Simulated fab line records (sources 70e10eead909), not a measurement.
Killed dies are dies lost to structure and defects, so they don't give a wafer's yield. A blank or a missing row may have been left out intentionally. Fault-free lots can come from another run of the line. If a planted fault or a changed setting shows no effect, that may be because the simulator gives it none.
fab line records + flow nand-harc + part 2 of 2: steps 5 to 6 of 6
[record]
- lots = 24
- wafers = 72
- last-day = 33
route steps=1302 shown A_DECK1_JOINT@528 A_CHANNEL_HOLE_D2@582 A_CHANNEL_FILL_D2@620 A_STAIRCASE@652
lots that met no fault: from a run of the same line without faults
start-h: start of the lot's first displayed wafer, in hours after the record's first day + wait-h: how many hours have passed since the lot's step before this one + " repeats the value in the row above + L1.1+2: a single row standing in for several wafers + - no value, or no start was given + * or withheld: withheld + < > ~ a bound
route shown NAME@n: names a module that has steps shown in the file, with the first one's number in the route + usual: mean/standard deviation of fault-free wafers + same: alike in all rows + chamber/n: place in a boat + sites: per-site readings + _std_site: standard deviation across them + _edge_site: outer sites' mean less inner sites' + radius-mm: for every site, how far away it sits from the centre of the wafer + mask NAME#n: copy n + behind: the most recent tool/chamber to have shaped the wafer + hold: why the lot went on hold/how many hours it stayed there/how the hold came to an end + device: transistor that didn't switch, given as n, p or np + end of line: tests of these same wafers at the route's end + for a step that has no rows: nothing shown but its recipe + killed: dies that structure and defects cost at the first sort, which is not the same as the wafer's yield + map: the dies of a wafer, with x for killed, . for not killed, _ for no die there
set.NAME: the setting the step ran with; set.NAME@STEP: the setting that earlier step ran with + model.NAME: the simulator's own value behind a step, which no gauge read
the route's steps for a sample of lots (tables are steps, rows are wafers)
services: the hour from which a tool's chamber was out of use, counted from the record's first day as start-h (under 0 if before that day), plus the number of hours and why
[[steps]]
[step NHARC_A_CHANNEL_FILL_D2_ETCHBACK_20]
[recipe]
- target-depth-a = 270
- time-s = 13.5
- c4f8-flow-sccm = withheld
- o2-flow-sccm = 8
- ar-flow-sccm = withheld
- rf-w = 600
- bias-w = 1500
- chemistry = C4F8/O2/Ar
[usual]
- bias-w = 1500/4.3
- chamber-pressure-mTorr = 25.001/0.023
- oes-product-au = 0.991/0.025
- rf-vpp-V = 977/4.8
| lot.wafer | tool        | chamber | start-h | wait-h | bias-w | chamber-pressure-mTorr | oes-product-au | rf-hours-counter-h | rf-vpp-V |
|-----------|-------------|---------|---------|--------|--------|------------------------|----------------|--------------------|----------|
| L074.2    | rie-diel-01 | 0       | 326.25  | -      | 1506   | 24.989                 | 0.988          | 3                  | 984      |
| L074.1    | "           | 2       | "       | "      | 1500   | 24.982                 | 0.986          | 4                  | 977      |
| L074.5    | "           | 3       | "       | "      | 1496   | 25.010                 | 0.997          | -                  | 978      |
| L076.2    | rie-diel-06 | 3       | 342.38  | -      | 1493   | 25.010                 | 0.932          | 0                  | 974      |
| L076.4    | "           | 1       | "       | "      | 1501   | 25.020                 | 0.932          | 0                  | 977      |
| L076.5    | "           | 3       | "       | "      | 1495   | 25.011                 | 0.942          | -                  | 973      |
| L075.1    | rie-diel-02 | 1       | 342.38  | -      | 1497   | 25.012                 | 0.998          | 17                 | 987      |
| L075.3    | "           | 3       | "       | "      | 1499   | 25.060                 | 1.003          | 19                 | 974      |
| L075.6    | "           | 1       | "       | "      | 1506   | 24.982                 | 0.995          | -                  | 985      |
| L077.1    | rie-diel-06 | 1       | 348.05  | -      | 1495   | 24.992                 | 0.989          | 0                  | 979      |
| L077.3    | "           | 0       | "       | "      | 1510   | 25.030                 | 1.003          | 1                  | 985      |
| L077.5    | "           | 2       | "       | "      | 1498   | 24.994                 | 0.992          | -                  | 976      |
| L078.1    | rie-diel-02 | 1       | 357.98  | -      | 1500   | 25.059                 | 0.992          | 19                 | 986      |
| L078.2    | "           | 3       | "       | "      | 1507   | 24.956                 | 0.990          | 20                 | 974      |
| L078.5    | "           | 2       | "       | "      | 1501   | 25.007                 | 0.999          | -                  | 979      |
| L079.2    | rie-diel-02 | 3       | 382.20  | -      | 1499   | 25.022                 | 0.998          | 23                 | 974      |
| L079.1    | "           | 0       | "       | "      | 1495   | 25.062                 | 1.011          | 20                 | 970      |
| L079.5    | "           | 0       | "       | "      | 1502   | 25.019                 | 1.012          | -                  | 971      |
| L080.1    | rie-diel-06 | 2       | 382.22  | -      | 1497   | 25.025                 | 0.998          | 2                  | 977      |
| L080.3    | "           | 3       | "       | "      | 1497   | 24.955                 | 1.010          | 2                  | 975      |
| L080.5    | "           | 0       | "       | "      | 1499   | 24.992                 | 1.001          | -                  | 984      |
| L081.4    | rie-diel-01 | 3       | 398.70  | -      | 1496   | 24.984                 | 1.015          | 0                  | 977      |
| L081.3    | "           | 2       | "       | "      | 1510   | 25.015                 | 0.997          | 0                  | 975      |
| L081.6    | "           | 0       | "       | "      | 1499   | 25.033                 | 0.986          | -                  | 983      |
| L082.4    | rie-diel-01 | 3       | 418.87  | -      | 1506   | 24.992                 | 1.010          | 1                  | 977      |
| L082.2    | "           | 0       | "       | "      | 1501   | 25.023                 | 0.989          | 1                  | 983      |
| L082.6    | "           | 2       | "       | "      | 1496   | 25.013                 | 1.005          | -                  | 975      |
| L083.1    | rie-diel-06 | 1       | 426.06  | -      | 1496   | 24.945                 | 1.001          | 2                  | 979      |
| L083.2    | "           | 2       | "       | "      | 1500   | 24.988                 | 0.983          | 3                  | 977      |
| L083.3    | "           | 3       | "       | "      | 1504   | 24.981                 | 1.002          | 3                  | 974      |
| L086.1    | rie-diel-01 | 0       | 435.82  | -      | 1503   | 25.005                 | 0.993          | 2                  | 983      |
| L086.2    | "           | 2       | "       | "      | 1499   | 24.993                 | 1.004          | 1                  | 975      |
| L086.5    | "           | 0       | "       | "      | 1502   | 24.986                 | 0.996          | -                  | 984      |
| L085.1    | rie-diel-02 | 2       | 435.82  | -      | 1502   | 25.014                 | 0.986          | 7                  | 977      |
| L085.2    | "           | 1       | "       | "      | 1505   | 25.014                 | 1.001          | 5                  | 985      |
| L085.6    | "           | 3       | "       | "      | 1494   | 25.035                 | 1.008          | -                  | 975      |
| L084.3    | rie-diel-02 | 3       | 440.11  | -      | 1505   | 25.015                 | 0.997          | 7                  | 975      |
| L084.2    | "           | 1       | "       | "      | 1498   | 24.979                 | 0.994          | 5                  | 985      |
| L084.6    | "           | 3       | "       | "      | 1508   | 25.000                 | 0.998          | -                  | 974      |
| L087.4    | rie-diel-01 | 0       | 453.41  | -      | 1497   | 24.977                 | 0.995          | 2                  | 983      |
| L087.1    | "           | 1       | "       | "      | 1500   | 25.012                 | 0.997          | 2                  | 971      |
| L087.6    | "           | 0       | "       | "      | 1501   | 25.027                 | 1.008          | -                  | 984      |
| L088.3    | rie-diel-06 | 2       | 477.90  | -      | 1499   | 25.047                 | 0.968          | 5                  | 978      |
| L088.2    | "           | 3       | "       | "      | 1494   | 24.990                 | 0.983          | 4                  | 973      |
| L088.5    | "           | 3       | "       | "      | 1503   | 24.992                 | 0.985          | -                  | 973      |
| L091.1    | rie-diel-01 | 3       | 485.41  | -      | 1507   | 24.995                 | 1.019          | 3                  | 977      |
| L091.6    | "           | 0       | "       | "      | 1504   | 25.011                 | 1.006          | -                  | 985      |
| L091.5    | "           | 1       | "       | "      | 1493   | 24.986                 | 1.002          | -                  | 971      |
| L089.2    | rie-diel-01 | 1       | 489.33  | -      | 1490   | 24.981                 | 0.924          | 3                  | 972      |
| L089.3    | "           | 2       | "       | "      | 1497   | 24.992                 | 0.913          | 3                  | 974      |
| L089.5    | "           | 0       | "       | "      | 1504   | 24.973                 | 0.927          | -                  | 985      |
| L092.1    | rie-diel-01 | 2       | 496.55  | -      | 1502   | 25.004                 | 0.994          | 3                  | 975      |
| L092.5    | "           | 2       | "       | "      | 1510   | 24.984                 | 0.997          | -                  | 975      |
| L092.6    | "           | 3       | "       | "      | 1504   | 25.027                 | 1.000          | -                  | 976      |
| L090.3    | rie-diel-06 | 0       | 496.56  | -      | 1502   | 24.951                 | 0.991          | 0                  | 985      |
| L090.2    | "           | 2       | "       | "      | 1500   | 25.036                 | 1.001          | 0                  | 977      |
| L090.5    | "           | 1       | "       | "      | 1498   | 25.005                 | 1.011          | -                  | 979      |
| L093.2    | rie-diel-06 | 2       | 511.55  | -      | 1494   | 25.024                 | 1.003          | 1                  | 976      |
| L093.1    | "           | 3       | "       | "      | 1493   | 24.976                 | 1.011          | 1                  | 974      |
| L093.3    | "           | 0       | "       | "      | 1498   | 24.983                 | 1.001          | 1                  | 986      |
| L094.2    | rie-diel-01 | 2       | 527.62  | -      | 1500   | 25.039                 | 0.995          | 4                  | 975      |
| L094.4    | "           | 1       | "       | "      | 1500   | 24.989                 | 1.001          | -                  | 971      |
| L094.5    | "           | 3       | "       | "      | 1501   | 24.956                 | 1.014          | -                  | 977      |
| L096.1    | rie-diel-06 | 1       | 544.50  | -      | 1499   | 25.012                 | 0.939          | 1                  | 979      |
| L096.3    | "           | 3       | "       | "      | 1502   | 25.002                 | 0.934          | 1                  | 974      |
| L096.6    | "           | 1       | "       | "      | 1492   | 24.994                 | 0.940          | -                  | 978      |
| L095.3    | rie-diel-02 | 3       | 544.52  | -      | 1501   | 24.962                 | 1.006          | 25                 | 975      |
| L095.4    | "           | 1       | "       | "      | 1498   | 24.973                 | 0.994          | 23                 | 985      |
| L095.6    | "           | 2       | "       | "      | 1504   | 25.002                 | 0.990          | -                  | 977      |
| L097.2    | rie-diel-01 | 2       | 555.29  | -      | 1502   | 25.026                 | 1.001          | 5                  | 975      |
| L097.1    | "           | 3       | "       | "      | 1490   | 24.965                 | 0.967          | 5                  | 977      |
| L097.6    | "           | 2       | "       | "      | 1499   | 25.023                 | 0.995          | -                  | 976      |
[step NHARC_A_STAIRCASE_ETCH_170]
[recipe]
- target-depth-a = 2000
- time-s = 66.667
- ion-energy-ev = 250
- c4f6-flow-sccm = 25
- o2-flow-sccm = 20
- ar-flow-sccm = 500
- rf-w = 600
- bias-w = 500
- chemistry = C4F6/O2
[usual]
- bias-w = 500.2/1.3
- chamber-pressure-mTorr = 29.998/0.025
- drypump-motor-current-A = 5.7/0.36
- oes-product-au = 0.973/0.012
- rf-vpp-V = 547/3.9
- showerhead-plenum-p-Torr = 3.91/0.19
- throttle-valve-pct = 26.903/0.0088
| lot.wafer | tool        | chamber | start-h | wait-h | bias-w | chamber-pressure-mTorr | drypump-motor-current-A | oes-product-au | rf-hours-counter-h | rf-vpp-V | showerhead-plenum-p-Torr | throttle-valve-pct |
|-----------|-------------|---------|---------|--------|--------|------------------------|-------------------------|----------------|--------------------|----------|--------------------------|--------------------|
| L074.2    | rie-diel-10 | 3       | -       | -      | 501.7  | 30.015                 | 5.5                     | 0.993          | 35                 | 541      | 3.65                     | 26.912             |
| L074.1    | "           | 0       | "       | "      | 500.2  | 29.946                 | 5.2                     | 0.979          | 31                 | 545      | 3.85                     | 26.922             |
| L074.5    | "           | 2       | "       | "      | 500.8  | 29.981                 | 5.1                     | 0.977          | -                  | 548      | 3.94                     | 26.901             |
| L075.1    | rie-diel-08 | 0       | -       | -      | 500.5  | 29.988                 | 5.9                     | 0.944          | 48                 | 550      | 4.09                     | 26.900             |
| L075.3    | "           | 2       | "       | "      | 500.5  | 30.001                 | 5.8                     | 0.950          | 43                 | 550      | 4.07                     | 26.907             |
| L075.6    | "           | 1       | "       | "      | 499.6  | 30.011                 | 5.9                     | 0.962          | -                  | 550      | 4.05                     | 26.890             |
| L076.2    | rie-diel-08 | 0       | -       | -      | 500.4  | 29.997                 | 5.9                     | 0.979          | 49                 | 550      | 4.09                     | 26.907             |
| L076.4    | "           | 1       | "       | "      | 499.8  | 30.033                 | 5.9                     | 0.994          | 56                 | 550      | 4.05                     | 26.909             |
| L076.5    | "           | 1       | "       | "      | 499.4  | 30.013                 | 5.9                     | 0.988          | -                  | 550      | 4.05                     | 26.914             |
| L077.3    | rie-diel-10 | 3       | -       | -      | 500.2  | 29.976                 | 5.5                     | 0.972          | 42                 | 541      | 3.65                     | 26.910             |
| L077.1    | "           | 0       | "       | "      | 499.0  | 29.991                 | 5.2                     | 0.976          | 37                 | 546      | 3.84                     | 26.890             |
| L077.5    | "           | 2       | "       | "      | 500.8  | 29.970                 | 5.1                     | 0.963          | -                  | 548      | 3.94                     | 26.898             |
| L078.1    | rie-diel-10 | 0       | -       | -      | 502.7  | 29.996                 | 5.3                     | 0.978          | 42                 | 544      | 3.84                     | 26.915             |
| L078.2    | "           | 2       | "       | "      | 499.7  | 29.992                 | 5.1                     | 0.981          | 45                 | 547      | 3.93                     | 26.886             |
| L078.5    | "           | 0       | "       | "      | 503.4  | 29.991                 | 5.3                     | 0.971          | -                  | 545      | 3.84                     | 26.904             |
| L079.1    | rie-diel-03 | 2       | -       | -      | 500.9  | 30.023                 | 5.7                     | 0.978          | 42                 | 540      | 3.64                     | 26.910             |
| L079.2    | "           | 0       | "       | "      | 499.1  | 30.025                 | 5.6                     | 0.969          | 47                 | 551      | 4.12                     | 26.912             |
| L079.5    | "           | 2       | "       | "      | 500.5  | 29.992                 | 5.7                     | 0.985          | -                  | 542      | 3.65                     | 26.893             |
| L080.1    | rie-diel-03 | 1       | -       | -      | 499.6  | 29.983                 | 6.3                     | 0.968          | 42                 | 542      | 3.69                     | 26.899             |
| L080.3    | "           | 0       | "       | "      | 499.3  | 30.012                 | 5.6                     | 0.964          | 47                 | 551      | 4.12                     | 26.905             |
| L080.5    | "           | 1       | "       | "      | 500.5  | 30.011                 | 6.3                     | 0.959          | -                  | 541      | 3.69                     | 26.896             |
| L081.3    | rie-diel-03 | 1       | -       | -      | 502.6  | 30.012                 | 6.3                     | 0.962          | 46                 | 541      | 3.69                     | 26.902             |
| L081.4    | "           | 3       | "       | "      | 500.0  | 30.018                 | 5.6                     | 0.971          | 44                 | 548      | 3.92                     | 26.895             |
| L081.6    | "           | 0       | "       | "      | 501.9  | 29.980                 | 5.5                     | 0.975          | -                  | 551      | 4.12                     | 26.901             |
| L082.2    | rie-diel-10 | 0       | -       | -      | 499.6  | 30.019                 | 5.3                     | 0.983          | 3                  | 545      | 3.83                     | 26.905             |
| L082.4    | "           | 1       | "       | "      | 501.8  | 29.983                 | 6.0                     | 0.978          | 3                  | 542      | 3.70                     | 26.903             |
| L082.6    | "           | 0       | "       | "      | 499.2  | 29.987                 | 5.3                     | 0.990          | -                  | 546      | 3.83                     | 26.901             |
| L083.3    | rie-diel-10 | 2       | -       | -      | 499.8  | 29.954                 | 5.1                     | 0.959          | 9                  | 545      | 3.92                     | 26.895             |
| L083.1    | "           | 3       | "       | "      | 500.2  | 29.997                 | 5.5                     | 0.968          | 13                 | 553      | 4.22                     | 26.902             |
| L083.2    | "           | 0       | "       | "      | 502.0  | 29.959                 | 5.2                     | 0.964          | 11                 | 545      | 3.83                     | 26.910             |
| L085.2    | rie-diel-10 | 2       | -       | -      | 499.8  | 30.012                 | 5.1                     | 0.984          | 11                 | 547      | 3.92                     | 26.903             |
| L085.1    | "           | 0       | "       | "      | 500.9  | 30.028                 | 5.2                     | 0.975          | 12                 | 545      | 3.82                     | 26.895             |
| L085.6    | "           | 3       | "       | "      | 501.7  | 29.986                 | 5.5                     | 0.976          | -                  | 554      | 4.22                     | 26.893             |
| L086.2    | rie-diel-10 | 2       | -       | -      | 499.4  | 29.974                 | 5.1                     | 0.974          | 12                 | 547      | 3.92                     | 26.904             |
| L086.1    | "           | 3       | "       | "      | 500.9  | 29.993                 | 5.5                     | 0.961          | 15                 | 554      | 4.22                     | 26.914             |
| L086.5    | "           | 0       | "       | "      | 499.1  | 29.942                 | 5.2                     | 0.959          | -                  | 545      | 3.82                     | 26.901             |
| L084.3    | rie-diel-03 | 3       | -       | -      | 500.2  | 30.028                 | 5.6                     | 0.974          | 1                  | 547      | 3.91                     | 26.900             |
| L084.2    | "           | 0       | "       | "      | 497.9  | 29.975                 | 5.5                     | 0.979          | 1                  | 551      | 4.11                     | 26.895             |
| L084.6    | "           | 1       | "       | "      | 499.1  | 29.966                 | 6.3                     | 0.971          | -                  | 541      | 3.68                     | 26.895             |
| L087.4    | rie-diel-10 | 0       | -       | -      | 503.2  | 29.983                 | 5.2                     | 0.961          | 21                 | 547      | 3.82                     | 26.906             |
| L087.1    | "           | 1       | "       | "      | 501.3  | 30.020                 | 6.0                     | 0.958          | 17                 | 543      | 3.69                     | 26.899             |
| L087.6    | "           | 0       | "       | "      | 501.5  | 29.952                 | 5.2                     | 0.967          | -                  | 545      | 3.82                     | 26.894             |
| L088.3    | rie-diel-08 | 3       | -       | -      | 500.5  | 30.005                 | 6.3                     | 0.988          | 41                 | 542      | 3.66                     | 26.896             |
| L088.2    | "           | 2       | "       | "      | 500.8  | 30.011                 | 5.8                     | 0.980          | 40                 | 549      | 4.04                     | 26.902             |
| L088.5    | "           | 0       | "       | "      | 500.0  | 29.976                 | 5.8                     | 0.982          | -                  | 550      | 4.06                     | 26.911             |
| L091.1    | rie-diel-03 | 2       | -       | -      | 499.8  | 29.953                 | 5.7                     | 0.974          | 13                 | 553      | 4.22                     | 26.903             |
| L091.6    | "           | 3       | "       | "      | 499.2  | 29.988                 | 5.6                     | 0.965          | -                  | 546      | 3.90                     | 26.911             |
| L091.5    | "           | 0       | "       | "      | 500.2  | 29.954                 | 5.5                     | 0.979          | -                  | 550      | 4.11                     | 26.901             |
| L089.2    | rie-diel-08 | 3       | -       | -      | 497.5  | 30.049                 | 6.3                     | 0.985          | 44                 | 543      | 3.66                     | 26.900             |
| L089.3    | "           | 0       | "       | "      | 500.1  | 30.001                 | 5.9                     | 0.980          | 45                 | 551      | 4.06                     | 26.903             |
| L089.5    | "           | 2       | "       | "      | 502.2  | 30.027                 | 5.8                     | 0.993          | -                  | 549      | 4.04                     | 26.908             |
| L092.1    | rie-diel-10 | 2       | -       | -      | 501.3  | 29.974                 | 5.1                     | 0.972          | 32                 | 548      | 3.91                     | 26.907             |
| L092.6    | "           | 3       | "       | "      | 498.6  | 30.007                 | 5.5                     | 0.984          | -                  | 553      | 4.20                     | 26.906             |
| L092.5    | "           | 0       | "       | "      | 501.3  | 29.975                 | 5.2                     | 0.964          | -                  | 545      | 3.81                     | 26.900             |
| L090.3    | rie-diel-08 | 0       | -       | -      | 502.5  | 30.023                 | 5.9                     | 0.978          | 46                 | 550      | 4.06                     | 26.905             |
| L090.2    | "           | 3       | "       | "      | 499.0  | 30.000                 | 6.3                     | 0.967          | 45                 | 542      | 3.66                     | 26.891             |
| L090.5    | "           | 1       | "       | "      | 500.8  | 30.000                 | 5.9                     | 0.957          | -                  | 551      | 4.02                     | 26.899             |
| L093.2    | rie-diel-10 | 3       | -       | -      | 502.0  | 30.007                 | 5.5                     | 0.977          | 41                 | 552      | 4.20                     | 26.902             |
| L093.3    | "           | 0       | "       | "      | 499.7  | 30.009                 | 5.2                     | 0.982          | 39                 | 545      | 3.81                     | 26.899             |
| L093.1    | "           | 2       | "       | "      | 498.7  | 29.998                 | 5.1                     | 0.980          | 37                 | 546      | 3.90                     | 26.907             |
| L094.4    | rie-diel-03 | 1       | -       | -      | 499.0  | 30.001                 | 6.4                     | 0.968          | 22                 | 543      | 3.67                     | 26.910             |
| L094.2    | "           | 2       | "       | "      | 500.5  | 30.012                 | 5.7                     | 0.984          | 31                 | 551      | 4.21                     | 26.903             |
| L094.5    | "           | 3       | "       | "      | 499.1  | 29.991                 | 5.6                     | 0.979          | -                  | 545      | 3.89                     | 26.906             |
| L095.3    | rie-diel-03 | 3       | -       | -      | 499.1  | 29.989                 | 5.6                     | 0.954          | 38                 | 547      | 3.89                     | 26.897             |
| L095.4    | "           | 2       | "       | "      | 498.7  | 29.981                 | 5.7                     | 0.964          | 35                 | 552      | 4.20                     | 26.919             |
| L095.6    | "           | 0       | "       | "      | 498.0  | 30.033                 | 5.5                     | 0.950          | -                  | 551      | 4.09                     | 26.901             |
| L096.1    | rie-diel-10 | 3       | -       | -      | 499.4  | 29.985                 | 5.5                     | 0.984          | 57                 | 553      | 4.19                     | 26.903             |
| L096.3    | "           | 1       | "       | "      | 501.0  | 29.983                 | 6.0                     | 0.963          | 47                 | 542      | 3.67                     | 26.904             |
| L096.6    | "           | 0       | "       | "      | 500.8  | 29.971                 | 5.2                     | 0.990          | -                  | 544      | 3.80                     | 26.896             |
| L097.2    | rie-diel-08 | 2       | -       | -      | 498.3  | 29.977                 | 5.8                     | 0.995          | 5                  | 551      | 4.03                     | 26.897             |
| L097.1    | "           | 3       | "       | "      | 498.5  | 30.002                 | 6.3                     | 0.986          | 5                  | 552      | 4.22                     | 26.908             |
| L097.6    | "           | 1       | "       | "      | 498.8  | 29.985                 | 5.9                     | 0.981          | -                  | 548      | 4.01                     | 26.900             |
[[services]]
| tool        | chamber | start-h | hours | kind   |
|-------------|---------|---------|-------|--------|
| rie-diel-01 | 3       | 292.95  | 21.6  | repair |
| rie-diel-06 | -       | 307.20  | 9.0   | pm     |
| rie-diel-01 | 1       | 310.92  | 2.1   | repair |
| rie-diel-11 | 1       | 321.73  | 7.7   | repair |
| rie-diel-01 | 1       | 335.62  | 5.2   | repair |
| rie-diel-01 | 0       | 351.71  | 2.8   | repair |
| rie-diel-01 | 2       | 364.37  | 2.4   | repair |
| rie-diel-06 | 1       | 376.18  | 7.0   | repair |
| rie-diel-01 | -       | 380.81  | 9.0   | pm     |
| rie-diel-11 | 1       | 381.32  | 4.5   | repair |
| rie-diel-06 | 1       | 402.89  | 6.4   | repair |
| rie-diel-01 | 3       | 410.56  | 1.2   | repair |
| rie-diel-10 | -       | 427.72  | 0.3   | repair |
| rie-diel-11 | 3       | 430.20  | 11.9  | repair |
| rie-diel-01 | 3       | 431.86  | 5.0   | repair |
| rie-diel-11 | -       | 432.50  | 9.0   | pm     |
| rie-diel-06 | 1       | 442.84  | 1.4   | repair |
| rie-diel-06 | -       | 484.20  | 9.0   | pm     |
| rie-diel-06 | 0       | 514.63  | 9.6   | repair |
| rie-diel-06 | -       | 515.45  | 0.4   | repair |
| rie-diel-01 | 0       | 523.80  | 4.2   | repair |
| rie-diel-01 | 2       | 524.22  | 2.5   | repair |
| rie-diel-01 | 3       | 539.94  | 8.5   | repair |
| rie-diel-01 | -       | 557.81  | 9.0   | pm     |
